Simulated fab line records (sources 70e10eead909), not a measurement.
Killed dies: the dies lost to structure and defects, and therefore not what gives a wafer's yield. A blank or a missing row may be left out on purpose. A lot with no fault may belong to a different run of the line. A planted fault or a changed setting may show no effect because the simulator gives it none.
fab line records ; flow nandHarc ; part 2 of 2: steps 5 to 6 of 6
[record] lots = 19; wafers = 57; lastDay = 33
route steps=1302 shown A_STAIRCASE@716
lots that met no fault: taken from a fault-free run of the same line
startH: start of the lot's first displayed wafer, in hours after the record's first day ; waitH: hours elapsed since this lot's preceding step ; " as in the row above ; L1.1+2: several wafers, shown together as one row ; - no value, or no start given ; * or withheld: withheld ; < > ~ a bound
route shown NAME@n: names a module that has steps shown in the file, with the first one's number in the route ; usual: the fault-free wafers' mean and standard deviation ; same: alike in all rows ; chamber/n: place in a boat ; sites: each site's reading ; _std_site: standard deviation across them ; _edge_site: inner sites' mean taken away from outer sites' mean ; radiusMm: how far each site lies from the wafer's centre ; mask NAME#n: copy n ; behind: the most recent tool/chamber to have shaped the wafer ; hold: what put the lot on hold/how long, in hours/how the hold closed ; device: which transistor (n, p or np) failed to switch ; end of line: at the end of the route, the tests of the same wafers ; step lacking rows: just its recipe ; killed: not the wafer's yield, but the dies lost to structure and defects at the first sort ; map: a wafer's dies, marking killed ones x, the rest . and places with no die _
set.NAME: the setting that was run; set.NAME@STEP: the one run at that earlier step ; model.NAME: the simulator's own value behind a step, which no gauge read
steps of the route over a sample of lots; a table a step, a row a wafer
services: from which hour (startH, from the record's first day; less than 0 if before it) a tool's chamber was out of use, for how many hours, and why
[[steps]]
[step NHARC_A_STAIRCASE_ETCHBACK_416]
[recipe] targetDepthA = 360; timeS = 7.2; c4f8FlowSccm = withheld; o2FlowSccm = 8; arFlowSccm = withheld; rfW = 600; biasW = 800; chemistry = C4F8/O2/Ar
[usual] chamberPressureMTorr = 24.997/0.025; oesProductAu = 0.928/0.017; rfVppV = 724/5
[same] timeS = 7.2
lot.wafer;tool;chamber;startH;waitH;chamberPressureMTorr;oesProductAu;rfHoursCounterH;rfVppV
L075.3;rieDiel-13;1;-;-;24.995;0.928;13;717
L075.6;rieDiel-13;3;-;-;24.994;0.925;-;724
L075.5;rieDiel-13;0;-;-;25.008;0.922;-;722
L074.2;rieDiel-08;3;-;-;24.994;0.916;12;730
L074.1;rieDiel-08;2;-;-;25.016;0.933;10;725
L074.5;rieDiel-08;3;-;-;24.953;0.918;-;729
L076.1;rieDiel-08;2;-;-;25.046;0.926;11;725
L076.3;rieDiel-08;3;-;-;24.992;0.921;12;730
L076.2;rieDiel-08;1;-;-;25.011;0.924;9;721
L077.3;rieDiel-13;1;-;-;24.988;0.917;18;716
L077.2;rieDiel-13;2;-;-;25.017;0.930;18;731
L077.6;rieDiel-13;2;-;-;25.016;0.923;-;730
L078.2;rieDiel-13;0;-;-;25.018;0.919;21;722
L078.4;rieDiel-13;2;-;-;24.982;0.928;24;729
L078.5;rieDiel-13;1;-;-;25.019;0.924;-;718
L079.3;rieDiel-08;0;-;-;25.045;0.930;29;731
L079.4;rieDiel-08;1;-;-;24.998;0.934;26;722
L079.5;rieDiel-08;0;-;-;25.016;0.922;-;731
L082.1;rieDiel-08;1;-;-;24.988;0.932;28;720
L082.6;rieDiel-08;1;-;-;25.019;0.927;-;721
L082.5;rieDiel-08;2;-;-;25.035;0.928;-;724
L080.3;rieDiel-11;2;-;-;24.977;0.924;6;721
L080.6;rieDiel-11;3;-;-;24.973;0.919;-;726
L080.5;rieDiel-11;0;-;-;25.045;0.930;-;717
L081.3;rieDiel-13;0;-;-;24.960;0.922;34;721
L081.1;rieDiel-13;1;-;-;24.957;0.922;40;718
L081.4;rieDiel-13;3;-;-;24.997;0.919;36;724
L083.1;rieDiel-11;2;-;-;24.976;0.917;13;722
L083.5;rieDiel-11;1;-;-;24.986;0.910;-;720
L083.6;rieDiel-11;2;-;-;25.023;0.910;-;722
L085.1;rieDiel-11;1;-;-;24.993;0.924;13;720
L085.3;rieDiel-11;2;-;-;24.972;0.926;14;722
L085.5;rieDiel-11;2;-;-;25.028;0.931;-;722
L088.1;rieDiel-13;1;-;-;25.012;0.926;2;718
L088.4;rieDiel-13;2;-;-;24.994;0.926;2;730
L088.5;rieDiel-13;3;-;-;25.042;0.911;-;724
L087.1;rieDiel-08;0;536.89;2.1;25.012;0.925;61;730
L087.3;rieDiel-08;1;536.89;2.1;25.003;0.929;59;720
L087.2;rieDiel-08;2;536.89;2.1;24.998;0.922;57;723
L091.1;rieDiel-13;2;543.02;2.1;24.991;1.008;4;730
L091.6;rieDiel-13;3;543.02;2.1;24.999;0.989;-;725
L091.5;rieDiel-13;0;543.02;2.1;24.988;0.989;-;722
L089.3;rieDiel-11;0;-;-;24.963;0.923;31;715
L089.6;rieDiel-11;3;-;-;25.028;0.927;-;724
L089.5;rieDiel-11;0;-;-;24.972;0.929;-;715
L090.3;rieDiel-13;1;-;-;24.977;0.953;7;717
L090.2;rieDiel-13;3;-;-;24.988;0.941;5;722
L090.1;rieDiel-13;0;-;-;25.031;0.930;7;723
L095.4;rieDiel-08;2;588.25;2.6;24.996;0.937;11;722
L095.3;rieDiel-08;3;588.25;2.6;24.997;0.923;12;728
L095.1;rieDiel-08;0;588.25;2.6;25.025;0.910;12;731
L093.2;rieDiel-11;0;-;-;24.978;0.908;50;715
L093.6;rieDiel-11;0;-;-;24.999;0.916;-;714
L093.4;rieDiel-11;3;-;-;25.003;0.922;-;724
L097.2;rieDiel-13;2;-;-;24.983;0.931;32;730
L097.1;rieDiel-13;3;-;-;24.994;0.922;26;724
L097.5;rieDiel-13;2;-;-;24.969;0.929;-;730
[step NHARC_A_STAIRCASE_DESCUM_443]
[recipe] timeS = 3; o2FlowSccm = 200; arFlowSccm = 0; biasPowerW = 0; chemistry = O2
[usual] chamberPressureMTorr = 60.00/0.052; drypumpMotorCurrentA = 6.0/0.52; oesProductAu = 0.999/0.0093; rfVppV = 57.8/0.88; showerheadPlenumPTorr = 1.91/0.09; throttleValvePct = 11.311/0.009
[same] timeS = 3
lot.wafer;tool;chamber;startH;waitH;chamberPressureMTorr;drypumpMotorCurrentA;oesProductAu;rfHoursCounterH;rfVppV;showerheadPlenumPTorr;throttleValvePct
L075.3;rieDiel-08;2;440.00;-;59.99;5.5;1.006;21;56.8;1.93;11.316
L075.5;rieDiel-08;1;440.00;-;59.99;6.5;1.005;-;56.9;1.86;11.315
L075.6;rieDiel-08;2;440.00;-;60.05;5.5;1.010;-;56.8;1.93;11.313
L074.1;rieDiel-13;0;440.04;-;60.03;5.0;0.990;21;56.9;1.90;11.314
L074.2;rieDiel-13;1;440.04;-;59.98;6.6;1.000;24;56.8;1.79;11.328
L074.5;rieDiel-13;3;440.04;-;60.00;5.8;0.994;-;58.1;1.94;11.319
L076.3;rieDiel-08;1;440.06;-;60.00;6.5;1.015;20;57.5;1.86;11.322
L076.1;rieDiel-08;2;440.06;-;59.95;5.5;1.005;21;58.5;1.93;11.315
L076.2;rieDiel-08;0;440.06;-;60.05;4.9;1.005;21;57.6;2.07;11.311
L077.2;rieDiel-11;2;452.57;-;60.00;6.6;0.981;1;58.1;1.88;11.306
L077.3;rieDiel-11;0;452.57;-;60.02;6.2;1.006;1;56.5;1.78;11.297
L077.6;rieDiel-11;2;452.57;-;59.98;6.5;0.998;-;57.7;1.88;11.316
L078.4;rieDiel-11;0;471.27;-;60.05;6.2;0.997;6;57.5;1.78;11.316
L078.2;rieDiel-11;1;471.27;-;60.00;6.2;0.995;6;57.6;1.86;11.312
L078.5;rieDiel-11;3;471.27;-;59.95;6.1;0.994;-;57.8;1.93;11.305
L079.3;rieDiel-08;1;487.26;-;60.06;6.5;1.005;36;58.1;1.86;11.333
L079.4;rieDiel-08;2;487.26;-;60.02;5.5;1.000;35;56.6;1.92;11.304
L079.5;rieDiel-08;1;487.26;-;60.02;6.5;1.006;-;57.5;1.86;11.313
L080.3;rieDiel-11;2;498.09;-;60.03;6.6;0.997;14;58.5;1.88;11.306
L080.5;rieDiel-11;0;498.09;-;59.96;6.2;0.990;-;57.9;1.78;11.312
L080.6;rieDiel-11;1;498.09;-;59.98;6.2;1.000;-;56.3;1.86;11.308
L082.1;rieDiel-13;3;498.11;-;59.99;5.8;1.002;40;58.2;1.93;11.308
L082.5;rieDiel-13;2;498.11;-;59.97;6.0;1.013;-;58.2;2.06;11.312
L082.6;rieDiel-13;3;498.11;-;59.97;5.8;1.005;-;57.7;1.93;11.317
L081.3;rieDiel-08;0;522.54;-;60.04;4.8;1.002;51;57.6;2.06;11.318
L081.1;rieDiel-08;1;522.54;-;59.96;6.5;1.006;51;56.6;1.85;11.310
L081.4;rieDiel-08;3;522.54;-;59.99;6.2;0.987;50;57.8;2.04;11.317
L083.1;rieDiel-08;1;529.21;-;60.02;6.5;1.000;54;58.5;1.85;11.317
L083.6;rieDiel-08;2;529.21;-;59.98;5.5;0.996;-;57.5;1.92;11.321
L083.5;rieDiel-08;3;529.21;-;60.03;6.3;0.988;-;58.3;2.04;11.315
L085.3;rieDiel-11;3;529.35;-;59.97;6.1;0.999;30;57.0;1.93;11.301
L085.1;rieDiel-11;1;529.35;-;60.04;6.1;1.009;27;56.8;1.85;11.317
L085.5;rieDiel-11;3;529.35;-;60.03;6.1;0.996;-;59.1;1.93;11.292
L088.1;rieDiel-11;1;571.81;-;59.97;6.2;1.003;44;57.5;1.85;11.293
L088.4;rieDiel-11;0;571.81;-;60.04;6.2;0.987;41;58.2;1.77;11.298
L088.5;rieDiel-11;1;571.81;-;60.02;6.2;0.986;-;57.8;1.85;11.312
L087.1;rieDiel-08;1;579.40;-;60.02;6.5;1.013;4;56.3;1.85;11.323
L087.3;rieDiel-08;2;579.40;-;59.98;5.5;1.010;7;55.6;1.91;11.309
L087.2;rieDiel-08;0;579.40;-;60.02;4.8;1.000;6;59.2;2.05;11.313
L089.3;rieDiel-11;0;579.46;-;60.09;6.2;0.996;43;58.6;1.77;11.306
L089.5;rieDiel-11;1;579.46;-;60.04;6.2;0.994;-;57.8;1.85;11.303
L089.6;rieDiel-11;2;579.46;-;59.92;6.6;0.994;-;57.8;1.87;11.320
L090.3;rieDiel-13;0;579.48;-;60.00;5.0;0.994;17;56.6;1.88;11.307
L090.2;rieDiel-13;1;579.48;-;59.98;6.7;1.019;16;57.1;1.78;11.315
L090.1;rieDiel-13;2;579.48;-;59.96;6.0;1.007;14;58.0;2.05;11.316
L091.1;rieDiel-11;0;579.53;-;60.03;6.2;0.993;43;57.0;1.77;11.302
L091.5;rieDiel-11;2;579.53;-;60.00;6.6;0.991;-;57.2;1.87;11.311
L091.6;rieDiel-11;3;579.53;-;59.97;6.1;1.001;-;57.9;1.92;11.309
L095.4;rieDiel-11;1;627.40;-;60.01;6.1;1.000;1;56.7;1.84;11.309
L095.1;rieDiel-11;2;627.40;-;59.97;6.6;0.989;1;57.5;1.86;11.305
L095.3;rieDiel-11;3;627.40;-;59.95;6.1;0.990;0;57.3;1.92;11.306
L093.2;rieDiel-13;1;627.71;-;60.01;6.6;1.009;32;56.2;1.77;11.302
L093.4;rieDiel-13;3;627.71;-;59.91;5.8;0.989;28;59.2;1.92;11.316
L093.6;rieDiel-13;2;627.71;-;59.98;6.0;1.002;-;57.1;2.05;11.308
L097.1;rieDiel-11;2;657.99;-;60.08;6.5;0.991;12;57.7;1.86;11.318
L097.2;rieDiel-11;0;657.99;-;60.07;6.2;0.997;9;58.4;2.07;11.309
L097.5;rieDiel-11;3;657.99;-;60.01;6.1;0.994;-;56.9;1.92;11.309
[[services]]
tool;chamber;startH;hours;kind
rieDiel-08;0;346.96;-;clean
rieDiel-08;1;346.96;-;clean
rieDiel-08;2;346.96;-;clean
rieDiel-08;3;346.96;-;clean
rieDiel-08;0;367.84;9.0;ventCycle
rieDiel-08;1;367.84;9.0;ventCycle
rieDiel-08;3;367.84;9.0;ventCycle
rieDiel-08;0;376.84;-;clean
rieDiel-08;0;376.84;-;consumableReplace:showerhead
rieDiel-11;2;379.91;2.2;repair
rieDiel-08;1;385.33;6.2;repair
rieDiel-11;0;435.20;3.0;repair
rieDiel-11;-;435.99;9.0;pm
rieDiel-08;0;462.37;9.5;repair
rieDiel-13;0;471.12;7.6;repair
rieDiel-11;0;485.74;1.2;repair
rieDiel-13;-;519.35;9.0;pm
rieDiel-08;-;544.93;9.0;pm
rieDiel-08;1;558.67;8.7;repair
rieDiel-13;3;570.33;8.1;repair
rieDiel-08;-;586.61;0.7;repair
rieDiel-11;1;592.30;20.3;repair
rieDiel-11;-;612.99;9.0;pm
rieDiel-13;0;617.81;2.9;repair
